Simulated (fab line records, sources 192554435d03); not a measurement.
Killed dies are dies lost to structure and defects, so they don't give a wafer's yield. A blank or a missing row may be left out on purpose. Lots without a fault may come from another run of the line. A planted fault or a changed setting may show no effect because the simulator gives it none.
Chamber matching | flow n5_finfet | N5_MOL_CONTACT_COAG_ETCH_15 on rie_diel-01: 3 sister chambers
The step etches SiNx in CH3F/O2, stops on Si:P, target depth 7 nm. 3 wafers are shown with their chamber, then 7 later ones without.

WAFERS WITH THEIR CHAMBER
wafer  | chamber | showerhead_plenum_p_Torr (Torr)
L088.2 | 3       | 1.986
L088.4 | 0       | 1.954
L088.6 | 2       | 1.968

WAFERS WITHOUT THEIR CHAMBER
wafer  | showerhead_plenum_p_Torr (Torr)
L089.3 | 1.952
L090.1 | 1.953
L090.2 | 1.965
L090.6 | 1.985
L096.1 | 1.950
L096.2 | 1.980
L096.3 | 1.961

WHICH CHAMBER EACH WENT THROUGH
wafer  | from the rows above     | in truth
L089.3 | 0                       | 0
L090.1 | 0                       | 0
L090.2 | can't be placed: 2 or 0 | 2
L090.6 | 3                       | 3
L096.1 | 0                       | 0
L096.2 | can't be placed: 3 or 2 | 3
L096.3 | can't be placed: 2 or 0 | 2
Placed correctly: 4 of 7. Can't be placed from these rows: 3 (the true chamber is among the candidates in 3). Placed wrongly: 0.
How it was worked out, from the rows above alone: a wafer's distance from a chamber is the root of the sum, over the readings, of the square of ((its reading less the chamber's mean) divided by the reading's scatter). The wafer belongs to the nearest chamber; if the next one is less than 2 further off, it can't be placed. A chamber's mean is the mean of its shown wafers. The scatter: with one shown wafer a chamber, the root of the mean of the squares of how far each hidden wafer lies from its nearest shown one.
